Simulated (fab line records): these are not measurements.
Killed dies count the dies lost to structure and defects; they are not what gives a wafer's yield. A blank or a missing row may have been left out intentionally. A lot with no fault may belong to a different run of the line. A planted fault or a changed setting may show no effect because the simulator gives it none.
Problem report in the 8D (eight disciplines) form, filled by code / flow n5Finfet / the parts of the form that need people (team, actions taken, sign-off) are left out

## 1. WHAT IS WRONG
Wafers without a fault read 1500.0 rpm, standard deviation 0.9; spinSpeedRpm at N5_BEOL_M10_COAT_59 reads a mean of 1657.5 rpm on 6 wafers belonging to 2 lots. So: +99 or more standard deviations from the usual mean.
The step: time 60 s, resist thk 100 nm.
First observed at day 13 16:16: wafer L832.1, on lithoTrack-05. Wafers with a number at this step in the record: 12, from 4 lots. The rule behind "out" and "out of limits": a value lying over 4 standard deviations away from the usual mean. The rest of the wafers with a number are treated as sound.

## 2. WHAT IT IS AND WHAT IT IS NOT
question=which readings at this step | is=spinSpeedRpm | is not=-
question=which lots | is=L832, L835 | is not=L828, L839
question=which wafers of those lots | is=all that have a number | is not=-
question=read on which tools | is=lithoTrack-05 | is not=lithoTrack-01
question=when | is=from day 13 16:16 | is not=up to then (3 sound wafers); but 3 sound wafers of L839 came after

## 3. WHAT RULES OUT EACH SUSPECT
Counting: a tool at a process step up to the reading stays a suspect if it ran every lot that is out and no sound lot after the first of them.
- lithoTrack-05 at N5_BEOL_M10_COAT_59 (time 60 s, resist thk 100 nm): kept. Every lot that is out went through it, starting with L832 (day 13 16:16), and after that it ran no sound lot; the last sound lot it ran before then is L828 (day 11 20:59). Out on those wafers are its own readings of spinSpeedRpm.
Remaining after the count: lithoTrack-05 at N5_BEOL_M10_COAT_59.

## 4. THE CAUSE (what the simulator had put in)
Drift in process parameters on lithoTrack-05 at N5_BEOL_M10_COAT_59, starting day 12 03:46. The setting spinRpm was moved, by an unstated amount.
The count eliminated every tool but this one.

## 5. THE CHAIN OF EFFECTS, in route order
One row per reading whose mean, taken over the struck wafers that have a number, lies over 3 standard deviations from the usual. Only readings whose record carries a usual standard deviation are examined. hours: median over the lots of the time between each lot's start at the first step of this table that gives one and its start at this step. sigmas: the change, counted in usual standard deviations.
hours=0; step=N5_BEOL_M10_COAT_59; reading=spinSpeedRpm; usual=1500.0 rpm; on struck wafers=1657.5; change=+157.5; sigmas=+99 or more
The process steps in it:
- N5_BEOL_M10_COAT_59: time 60 s, resist thk 100 nm.

## 6. WHAT WOULD HAVE CAUGHT IT SOONER
In this record no reading fell out of limits until day 13 16:16, 36 hours after the fault had begun at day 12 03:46.
